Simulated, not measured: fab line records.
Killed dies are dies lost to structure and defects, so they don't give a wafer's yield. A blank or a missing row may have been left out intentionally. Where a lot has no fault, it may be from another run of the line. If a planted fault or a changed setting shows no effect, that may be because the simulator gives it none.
fab line records    flow n5_finfet
[record] lots = 7  wafers = 21  last_day = 17
route steps=1938 shown BEOL_M3@990 BEOL_M4@1111 PASSIVATION@1936
lots that met no fault: from a run of the same line without faults
start_h: the number of hours between the record's first day and the start of the first shown wafer of the lot    wait_h: how many hours have passed since the lot's step before this one    " repeats the value in the row above    L1.1+2: a row that stands for several wafers    - no value, or no start given    * or withheld: withheld    < > ~ a bound
route shown NAME@n: a module of which the file shows steps, and the number in the route of the first    usual: mean/standard deviation of fault-free wafers    same: alike in all rows    chamber/n: place in a boat    sites: readings site by site    _std_site: standard deviation across them    _edge_site: the outer-site mean with the inner-site mean subtracted    radius_mm: for every site, how far away it sits from the centre of the wafer    mask NAME#n: copy n    behind: the last tool/chamber to shape the wafer    hold: reason for holding the lot/hours on hold/outcome of the hold    device: names the non-switching transistor (n, p or np)    end of line: at the end of the route, the tests of the same wafers    where a step has no rows: the recipe by itself    killed: not the wafer's yield, but the dies lost to structure and defects at the first sort    map: a wafer's dies, x killed, . not, _ none there
set.NAME: setting as actually run; set.NAME@STEP: the setting as run at that earlier step    model.NAME: the simulator's own value behind a step, which no gauge read
lots at selected steps of the route; one table per step, one row per wafer
services: the hour from which a tool's chamber was out of use, counted from the record's first day as start_h (under 0 if before that day), plus the number of hours and why
[[steps]]
[step N5_BEOL_M3_PRE_CLEAN_45]
[recipe] gas = H2/He  time_s = 30  temp_c = 250
[step N5_BEOL_M3_ALD_84]
[recipe] material = TaN  target_thk_a = *  temp_c = 275  ald_precursor_family = PDMAT  ald_co_reactant = NH3  pressure_torr = 3  carrier_flow_sccm = 1500  pulse_time_s = 2  purge_time_s = 3  co_reactant_purge_time_s = 2  co_reactant_pulse_time_s = 3  ald_cycles = 30  precursor_vessel_temp_c = 75  precursor_vessel_pressure_torr = 26.25  precursor_vessel_carrier_sccm = 1000
[usual] heater_power_w = 424/42
[same] co_reactant_purge_time_s = 2
lot.wafer  tool          chamber  start_h  wait_h  heater_power_w
L226.1     ald_metal-01  2        212.31   0.1     436
L226.3     "             3        "        "       446
L226.5     "             1        "        "       416
L227.1     ald_metal-03  2        222.54   0.2     431
L227.3     "             3        "        "       392
L227.5     "             1        "        "       322
L228.2     ald_metal-01  0        232.79   0.1     404
L228.3     "             2        "        "       446
L228.5     "             1        "        "       413
L230.1     ald_metal-03  3        240.84   0.0     410
L230.3     "             1        "        "       325
L230.5     "             0        "        "       431
L231.1     ald_metal-01  1        254.06   0.1     412
L231.5     "             0        "        "       401
L231.6     "             1        "        "       414
L232.1     ald_metal-02  2        254.23   0.1     486
L232.2     "             0        "        "       427
L232.6     "             3        "        "       465
L234.2     ald_metal-01  1        269.10   0.1     419
L234.5     "             3        "        "       443
L234.6     "             2        "        "       422
[step N5_BEOL_M3_SURFACE_TREAT_85]
[recipe] gas = Ar  time_s = *  ion_energy_ev = *  ion_current_ma_cm2 = 0.5  pressure_mtorr = *  ar_flow_sccm = 30
[step N5_BEOL_M3_CVD_47]
[recipe] material = Co  target_thk_a = 30  temp_c = withheld  precursor = CCTBA/H2  pressure_torr = 30  time_s = 223.8
[step N5_BEOL_M3_SPUTTER_48]
[recipe] material = Cu  target_thk_a = 45  temp_c = -20  chamber_pressure_pa = 0.07  power_w = withheld  time_s = 8.29
[step N5_BEOL_M3_ANNEAL_49]
[recipe] temp_c = 400  time_s = 240  ambient = vacuum
[step N5_BEOL_M3_SPUTTER_79]
[recipe] material = Cu  target_thk_a = 45  temp_c = -20  chamber_pressure_pa = 0.07  power_w = withheld  time_s = 8.29
[usual] chamber_pressure_pa = 0.07/0.00014  chuck_gas_flow_sccm = 1.26/0.051  chuck_sensor_temp_C = -15.7/0.57  throttle_valve_pct = 29.8/0.96
lot.wafer  tool            chamber  start_h  wait_h  chamber_pressure_pa  chuck_gas_flow_sccm  chuck_sensor_temp_C  throttle_valve_pct
L226.1     pvd_sputter-01  -        213.03   0.1     0.0699               1.23                 -16.1                31.4
L226.3     "               -        "        "       0.07023              1.26                 -15.5                30.2
L226.5     "               -        "        "       0.07007              1.30                 -15.5                29.4
L227.1     pvd_sputter-03  -        223.66   0.1     0.07004              1.36                 -15.7                28.2
L227.3     "               -        "        "       0.06983              1.16                 -16.4                30.2
L227.5     "               -        "        "       0.06996              1.25                 -16.3                30.5
L228.2     pvd_sputter-02  -        233.68   0.1     0.07029              1.31                 -14.7                30.4
L228.3     "               -        "        "       0.06976              1.32                 -16.8                28.3
L228.5     "               -        "        "       0.0698               1.17                 -15.6                28.5
L230.1     pvd_sputter-01  -        243.26   0.1     0.06994              1.33                 -15.4                29.9
L230.3     "               -        "        "       0.06984              1.25                 -15.2                30.0
L230.5     "               -        "        "       0.07015              1.29                 -15.5                29.5
L231.1     pvd_sputter-01  -        255.05   0.1     0.07029              1.25                 -15.5                30.2
L231.5     "               -        "        "       0.06983              1.35                 -15.7                29.4
L231.6     "               -        "        "       0.07004              1.30                 -15.7                31.2
L232.1     pvd_sputter-03  -        256.27   0.1     0.06996              1.28                 -16.2                29.6
L232.2     "               -        "        "       0.07045              1.22                 -16.3                30.2
L232.6     "               -        "        "       0.06989              1.18                 -16.1                30.5
L234.2     pvd_sputter-03  -        269.96   0.1     0.07004              1.25                 -15.8                28.1
L234.5     "               -        "        "       0.07                 1.22                 -16.2                30.4
L234.6     "               -        "        "       0.06983              1.25                 -16.2                29.7
[step N5_BEOL_M3_ANNEAL_80]
[recipe] temp_c = 400  time_s = 240  ambient = vacuum
[step N5_BEOL_M3_SPUTTER_81]
[recipe] material = Cu  target_thk_a = 45  temp_c = -20  chamber_pressure_pa = 0.07  power_w = withheld  time_s = 8.29
[step N5_BEOL_M3_ANNEAL_82]
[recipe] temp_c = 400  time_s = 240  ambient = vacuum
[usual] heater_power_w = 794/74  susceptor_temp_C_max = 401.0/0.38
lot.wafer  tool            chamber  start_h  wait_h  heater_power_w  susceptor_temp_C_max
L226.1     pvd_sputter-01  -        213.33   0.0     807             400.9
L226.3     "               -        "        "       890             402.3
L226.5     "               -        "        "       873             401.0
L227.1     pvd_sputter-03  -        223.96   0.0     941             401.5
L227.3     "               -        "        "       746             400.4
L227.5     "               -        "        "       742             400.4
L228.2     pvd_sputter-02  -        233.98   0.0     730             401.0
L228.3     "               -        "        "       820             400.9
L228.5     "               -        "        "       675             400.6
L230.1     pvd_sputter-01  -        243.56   0.0     904             401.1
L230.3     "               -        "        "       715             401.0
L230.5     "               -        "        "       879             400.9
L231.1     pvd_sputter-01  -        255.35   0.0     906             401.3
L231.5     "               -        "        "       881             401.1
L231.6     "               -        "        "       824             400.9
L232.1     pvd_sputter-03  -        256.57   0.0     843             401.6
L232.2     "               -        "        "       753             400.6
L232.6     "               -        "        "       752             400.5
L234.2     pvd_sputter-03  -        270.26   0.0     941             400.8
L234.5     "               -        "        "       783             401.2
L234.6     "               -        "        "       844             401.2
[step N5_BEOL_M3_SPUTTER_86]
[recipe] material = Cu  target_thk_a = 45  temp_c = -20  chamber_pressure_pa = 0.07  power_w = withheld  time_s = 8.29
[usual] chamber_pressure_pa = 0.07004/0.00017  chuck_gas_flow_sccm = 1.27/0.046  chuck_sensor_temp_C = -15.7/0.59  throttle_valve_pct = 29.8/0.99
lot.wafer  tool            chamber  start_h  wait_h  chamber_pressure_pa  chuck_gas_flow_sccm  chuck_sensor_temp_C  throttle_valve_pct
L226.1     pvd_sputter-01  -        213.47   0.1     0.06992              1.26                 -16.0                31.4
L226.3     "               -        "        "       0.07033              1.30                 -15.4                30.2
L226.5     "               -        "        "       0.06988              1.24                 -15.7                29.3
L227.1     pvd_sputter-03  -        224.10   0.1     0.0701               1.22                 -15.7                28.2
L227.3     "               -        "        "       0.07016              1.24                 -16.2                30.1
L227.5     "               -        "        "       0.06989              1.26                 -16.2                30.5
L228.2     pvd_sputter-02  -        234.12   0.1     0.0704               1.26                 -14.7                30.2
L228.3     "               -        "        "       0.07023              1.40                 -16.7                28.0
L228.5     "               -        "        "       0.07031              1.26                 -15.6                28.4
L230.1     pvd_sputter-01  -        243.70   0.1     0.07013              1.31                 -15.4                30.1
L230.3     "               -        "        "       0.06985              1.24                 -15.1                30.2
L230.5     "               -        "        "       0.0703               1.31                 -15.7                29.3
L231.1     pvd_sputter-01  -        255.49   0.1     0.07008              1.27                 -15.4                30.3
L231.5     "               -        "        "       0.06994              1.29                 -15.8                29.6
L231.6     "               -        "        "       0.07016              1.24                 -16.1                31.3
L232.1     pvd_sputter-03  -        256.71   0.1     0.06982              1.29                 -16.1                29.7
L232.2     "               -        "        "       0.07003              1.21                 -16.3                30.3
L232.6     "               -        "        "       0.06987              1.33                 -16.2                30.5
L234.2     pvd_sputter-03  -        270.40   0.1     0.07015              1.24                 -15.8                28.5
L234.5     "               -        "        "       0.06998              1.27                 -16.4                30.0
L234.6     "               -        "        "       0.06978              1.20                 -16.2                29.4
[step N5_BEOL_M3_ANNEAL_87]
[recipe] temp_c = 400  time_s = 240  ambient = vacuum
[usual] heater_power_w = 796/75  susceptor_temp_C_max = 401.0/0.46
lot.wafer  tool            chamber  start_h  wait_h  heater_power_w  susceptor_temp_C_max
L226.1     pvd_sputter-01  -        213.55   0.0     786             400.4
L226.3     "               -        "        "       904             401.7
L226.5     "               -        "        "       866             400.3
L227.1     pvd_sputter-03  -        224.18   0.0     914             401.3
L227.3     "               -        "        "       735             400.7
L227.5     "               -        "        "       748             400.6
L228.2     pvd_sputter-02  -        234.20   0.0     728             401.6
L228.3     "               -        "        "       834             400.9
L228.5     "               -        "        "       696             400.8
L230.1     pvd_sputter-01  -        243.78   0.0     886             401.4
L230.3     "               -        "        "       700             401.2
L230.5     "               -        "        "       859             401.2
L231.1     pvd_sputter-01  -        255.57   0.0     917             401.5
L231.5     "               -        "        "       854             400.8
L231.6     "               -        "        "       804             400.7
L232.1     pvd_sputter-03  -        256.79   0.0     870             400.7
L232.2     "               -        "        "       765             400.8
L232.6     "               -        "        "       747             400.3
L234.2     pvd_sputter-03  -        270.48   0.0     916             401.0
L234.5     "               -        "        "       761             400.8
L234.6     "               -        "        "       848             400.9
[step N5_BEOL_M3_SPUTTER_88]
[recipe] material = Cu  target_thk_a = 45  temp_c = -20  chamber_pressure_pa = 0.07  power_w = withheld  time_s = 8.29
[usual] chamber_pressure_pa = 0.06999/0.00015  chuck_gas_flow_sccm = 1.25/0.048  chuck_sensor_temp_C = -15.7/0.58  throttle_valve_pct = 29.8/0.97
lot.wafer  tool            chamber  start_h  wait_h  chamber_pressure_pa  chuck_gas_flow_sccm  chuck_sensor_temp_C  throttle_valve_pct
L226.1     pvd_sputter-01  -        213.69   0.1     0.06991              1.26                 -15.9                31.3
L226.3     "               -        "        "       0.07028              1.25                 -15.2                29.9
L226.5     "               -        "        "       0.06985              1.15                 -15.6                29.2
L227.1     pvd_sputter-03  -        224.32   0.1     -                    -                    -                    -
L227.3     "               -        "        "       -                    -                    -                    -
L227.5     "               -        "        "       -                    -                    -                    -
L228.2     pvd_sputter-02  -        234.34   0.1     -                    -                    -                    -
L228.3     "               -        "        "       -                    -                    -                    -
L228.5     "               -        "        "       -                    -                    -                    -
L230.1     pvd_sputter-01  -        243.92   0.1     -                    -                    -                    -
L230.3     "               -        "        "       -                    -                    -                    -
L230.5     "               -        "        "       -                    -                    -                    -
L231.1     pvd_sputter-01  -        255.71   0.1     0.06979              1.28                 -15.5                30.2
L231.5     "               -        "        "       0.06988              1.20                 -15.5                29.6
L231.6     "               -        "        "       0.07001              1.20                 -15.9                31.7
L232.1     pvd_sputter-03  -        256.93   0.1     0.06994              1.25                 -16.3                29.5
L232.2     "               -        "        "       0.07011              1.29                 -16.4                30.3
L232.6     "               -        "        "       0.06999              1.28                 -16.1                30.2
L234.2     pvd_sputter-03  -        270.62   0.1     0.0699               1.30                 -15.9                28.3
L234.5     "               -        "        "       0.06979              1.13                 -16.3                30.4
L234.6     "               -        "        "       0.06992              1.33                 -16.1                29.7
[step N5_BEOL_M3_ANNEAL_89]
[recipe] temp_c = 400  time_s = 240  ambient = vacuum
[step N5_BEOL_M4_RC_MEAS_101]
[usual] DIBL_N = 36.6/1.8  DIBL_P = 37.1/2.1  IOFF_N = 0.17/0.033  IOFF_P = 0.23/0.039  ION_N = 681/13  ION_P = 467/8.7  SS_N = 71.6/0.59  SS_P = 73.4/0.63  VT_N = 249/3.4  VT_P = -249/3.7
lot.wafer  tool       chamber  start_h  wait_h  DIBL_N[mV/V]  DIBL_P[mV/V]  IOFF_N[nA/um]  IOFF_P[nA/um]  ION_N[uA/um]  ION_P[uA/um]  SS_N[mV/dec]  SS_P[mV/dec]  VT_N[mV]  VT_P[mV]
L226.1     prober-02  0        224.01   0.0     35.3          36.9          0.18           0.24           695           473           71.2          74.2          243       -246
L226.3     "          0        "        "       37.1          39.1          0.21           0.29           684           472           71.9          73.8          246       -244
L226.5     "          0        "        "       37.2          39.1          0.22           0.28           699           480           72.2          74.5          244       -244
L227.1     prober-02  0        244.37   0.1     35.6          36.9          0.16           0.25           679           470           71.5          74.0          248       -245
L227.3     "          0        "        "       33.0          34.5          0.12           0.21           666           470           70.5          73.2          250       -246
L227.5     "          0        "        "       35.6          37.3          0.16           0.26           689           474           71.4          73.5          249       -243
L228.2     prober-02  0        247.66   0.2     35.6          36.1          0.15           0.22           679           464           70.6          73.5          253       -247
L228.3     "          0        "        "       37.3          37.3          0.17           0.23           673           459           71.2          74.4          250       -250
L228.5     "          0        "        "       38.0          38.5          0.18           0.26           688           469           71.5          74.6          248       -249
L230.1     prober-02  0        261.52   0.0     37.6          38.1          0.19           0.24           685           463           72.5          74.2          250       -252
L230.3     "          0        "        "       35.7          36.4          0.15           0.20           674           467           72.1          73.6          250       -250
L230.5     "          0        "        "       36.8          37.5          0.17           0.23           675           463           72.3          73.0          249       -251
L231.1     prober-02  0        268.89   0.0     34.6          33.9          0.14           0.20           687           470           71.2          73.0          253       -252
L231.5     "          0        "        "       35.7          34.9          0.14           0.20           679           467           72.6          72.8          253       -248
L231.6     "          0        "        "       36.4          36.2          0.17           0.23           682           471           72.1          73.9          249       -249
L232.1     prober-01  0        271.13   0.0     35.6          34.9          0.14           0.19           664           456           71.7          73.5          252       -254
L232.2     "          0        "        "       33.6          32.5          0.12           0.16           669           464           70.9          72.8          254       -253
L232.6     "          0        "        "       34.0          32.4          0.12           0.16           678           464           71.2          72.2          255       -257
L234.2     prober-02  0        287.52   0.2     36.6          38.3          0.17           0.26           685           473           72.0          73.8          245       -247
L234.5     "          0        "        "       39.2          41.8          0.25           0.34           701           482           72.3          74.6          244       -244
L234.6     "          0        "        "       36.5          37.5          0.17           0.24           691           474           71.5          73.7          246       -246
[step N5_PASSIVATION_PROBE_49]
[usual] defect_limited_yield = 91.1/1.4  killed_at_M0_to_M3 = 32/9.4  killed_at_M4_up = 14/5.1  killed_at_contacts = 11/5.5  killed_at_front_end = 44/13  killed_at_other = 4/3.2  killed_dies = 104/16  killed_open = 70/12  killed_short = 33/7.8  sort_bin_5_function = 5.1/0.91  sort_bin_6_memory = 3.4/0.63  sort_n_pass = 1075/16  sort_yield_pct = 91.2/1.4
[same] gross_dies = 1180  killed_at_back_side = 0  sort_bin_4_leakage[%] = 0  sort_bin_8_speed[%] = 0
lot.wafer  tool       chamber  start_h  wait_h  defect_limited_yield[%]  killed_at_M0_to_M3  killed_at_M4_up  killed_at_contacts  killed_at_front_end  killed_at_other  killed_dies  killed_open  killed_short  sort_bin_5_function[%]  sort_bin_6_memory[%]  sort_n_pass  sort_yield_pct[%]
L227.1     prober-02  -        339.65   0.6     89.0                     33                  24               11                  62                   0                130          83           41            5.8                     4.6                   1050         89.0
L227.3     prober-02  -        339.75   0.7     89.5                     35                  16               11                  58                   4                124          75           43            5.6                     4.5                   1056         89.5
L227.5     prober-02  -        339.85   0.8     90.6                     28                  11               27                  44                   1                111          71           33            5.2                     3.6                   1069         90.6
L228.2     prober-02  -        351.23   0.1     90.1                     30                  21               17                  43                   6                117          84           25            5.9                     3.7                   1063         90.1
L228.3     prober-02  -        351.28   0.1     90.4                     32                  9                21                  49                   2                113          76           28            5.5                     3.9                   1067         90.4
L228.5     prober-02  -        351.38   0.2     89.9                     44                  13               13                  47                   2                119          72           41            6.5                     3.1                   1061         89.9
L230.1     prober-02  -        370.10   0.0     88.6                     66                  10               18                  35                   6                135          90           36            6.2                     4.6                   1045         88.6
L230.3     prober-02  -        370.20   0.1     89.3                     33                  12               11                  64                   6                126          87           33            5.4                     4.7                   1054         89.3
L230.5     prober-02  -        370.30   0.2     88.7                     31                  13               19                  67                   3                133          83           35            6.1                     4.1                   1047         88.7
L232.1     prober-01  -        373.59   0.0     91.1                     45                  8                7                   40                   5                105          69           36            5.6                     3.2                   1075         91.1
L232.2     prober-01  -        373.64   0.1     91.0                     43                  19               18                  25                   1                106          77           29            4.7                     4.0                   1074         91.0
L232.6     prober-01  -        373.84   0.3     91.4                     47                  15               6                   33                   0                101          76           25            5.0                     3.3                   1079         91.4
L234.2     prober-01  -        396.35   0.1     90.3                     37                  16               9                   43                   9                114          82           31            5.9                     3.3                   1066         90.3
// killed by level:class
L227.1 BEOL_M4:geometric_particle:open=19 FIN_SAQP:geometric_particle:short=12 STI_FIN_REVEAL:geometric_particle:open=11 FIN_SAQP:geometric_particle:open=10 MOL_CONTACT_COAG:geometric_particle:open=10 GATE_CUT:geometric_particle:short=8 STARTING-WAFER:geometric_particle:open=7 BEOL_M0_SAQP:geometric_particle:short=6
L227.3 FIN_SAQP:geometric_particle:open=21 FIN_SAQP:geometric_particle:short=16 MOL_CONTACT_COAG:geometric_particle:open=9 BEOL_M2:geometric_particle:open=8 BEOL_M4:geometric_particle:open=8 BEOL_M0_SAQP:geometric_particle:short=6 BEOL_M3:interface_void_opened=6 STI_FIN_REVEAL:geometric_particle:open=5
L227.5 MOL_CONTACT_COAG:geometric_particle:open=21 FIN_SAQP:geometric_particle:open=16 FIN_SAQP:geometric_particle:short=9 MOL_CONTACT_COAG:geometric_particle:short=6 BEOL_M3:geometric_particle:open=6 GATE_CUT:geometric_particle:short=5 BEOL_M0_SAQP:geometric_particle:open=5 BEOL_M1:geometric_particle:open=5
L228.2 MOL_CONTACT_COAG:geometric_particle:open=14 FIN_SAQP:geometric_particle:open=13 STI_FIN_REVEAL:geometric_particle:open=7 BEOL_M2:geometric_particle:open=7 BEOL_M5:geometric_particle:open=7 FIN_SAQP:geometric_particle:short=6 BEOL_M3:interface_void_opened=6 GATE_CUT:geometric_particle:open=5
L228.3 MOL_CONTACT_COAG:geometric_particle:open=15 STI_FIN_REVEAL:geometric_particle:open=13 FIN_SAQP:geometric_particle:open=7 BEOL_M1:geometric_particle:open=7 BEOL_M3:interface_void_opened=7 MOL_CONTACT_COAG:geometric_particle:short=6 BEOL_M2:geometric_particle:open=6 FIN_SAQP:geometric_particle:short=5
L228.5 STI_FIN_REVEAL:geometric_particle:open=15 MOL_CONTACT_COAG:geometric_particle:open=10 FIN_SAQP:geometric_particle:short=9 BEOL_M0_SAQP:geometric_particle:short=9 GATE_CUT:geometric_particle:short=8 BEOL_M0_SAQP:geometric_particle:open=8 BEOL_M3:geometric_particle:open=8 BEOL_M4:geometric_particle:open=6
L230.1 BEOL_M3:geometric_particle:open=16 MOL_CONTACT_COAG:geometric_particle:open=15 BEOL_M1:geometric_particle:open=15 STI_FIN_REVEAL:geometric_particle:open=10 BEOL_M0_SAQP:geometric_particle:short=8 BEOL_M2:geometric_particle:open=7 BEOL_M0_SAQP:geometric_particle:open=5 BEOL_M3:interface_void_opened=5
L230.3 STI_FIN_REVEAL:geometric_particle:open=29 BEOL_M2:geometric_particle:open=11 FIN_SAQP:geometric_particle:short=10 MOL_CONTACT_COAG:geometric_particle:open=10 DUMMY_GATE:geometric_particle:open=7 BEOL_M3:geometric_particle:open=5 BEOL_M4:geometric_particle:open=4 BEOL_M1:geometric_particle:short=4
L230.5 STI_FIN_REVEAL:geometric_particle:open=19 MOL_CONTACT_COAG:geometric_particle:open=16 DUMMY_GATE:geometric_particle:open=10 HKMG_FIN:area_etch=8 GATE_CUT:geometric_particle:short=7 BEOL_M1:geometric_particle:open=7 BEOL_M2:geometric_particle:open=7 BEOL_M4:geometric_particle:open=7
L232.1 BEOL_M0_SAQP:geometric_particle:open=10 BEOL_M0_SAQP:geometric_particle:short=10 BEOL_M1:geometric_particle:open=9 FIN_SAQP:geometric_particle:short=8 DUMMY_GATE:geometric_particle:open=8 FIN_SAQP:geometric_particle:open=6 STI_FIN_REVEAL:geometric_particle:open=6 MOL_CONTACT_COAG:geometric_particle:open=6
L232.2 BEOL_M1:geometric_particle:open=19 MOL_CONTACT_COAG:geometric_particle:open=13 BEOL_M4:geometric_particle:open=8 BEOL_M0_SAQP:geometric_particle:short=7 FIN_SAQP:geometric_particle:open=6 DUMMY_GATE:geometric_particle:open=6 MOL_CONTACT_COAG:geometric_particle:short=5 BEOL_M8:geometric_particle:open=5
L232.6 BEOL_M0_SAQP:geometric_particle:open=15 BEOL_M0_SAQP:geometric_particle:short=10 STI_FIN_REVEAL:geometric_particle:open=9 DUMMY_GATE:geometric_particle:open=8 BEOL_M1:geometric_particle:open=8 BEOL_M4:geometric_particle:open=7 BEOL_M2:geometric_particle:open=7 FIN_SAQP:geometric_particle:open=5
L234.2 FIN_SAQP:geometric_particle:open=18 FIN_SAQP:geometric_particle:short=9 BEOL_M0_SAQP:geometric_particle:open=8 BEOL_M1:geometric_particle:open=8 BEOL_M4:geometric_particle:open=7 MOL_CONTACT_COAG:geometric_particle:open=7 STI_FIN_REVEAL:geometric_particle:open=6 BEOL_M2:geometric_particle:open=6
[[services]]
tool            chamber  start_h  hours  kind
ald_metal-02    2        228.44   25.2   repair
pvd_sputter-03  -        233.49   3.4    repair
[[key]]
[first_sign] step = N5_BEOL_M3_SPUTTER_88  reading = tool_record  direction = missing
effect none on later readings
met_at N5_BEOL_M3_SPUTTER_88
struck_wafers L227.1,L227.3,L227.5,L228.2,L228.3,L228.5,L230.1,L230.3,L230.5
onset_between 213.69 224.32
[fault] kind = skipped_step_whole  tool = pvd_sputter-01,pvd_sputter-02,pvd_sputter-03  chamber = -  onset_h = 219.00  steps = N5_BEOL_M3_SPUTTER_88  scope = struck_lots_only
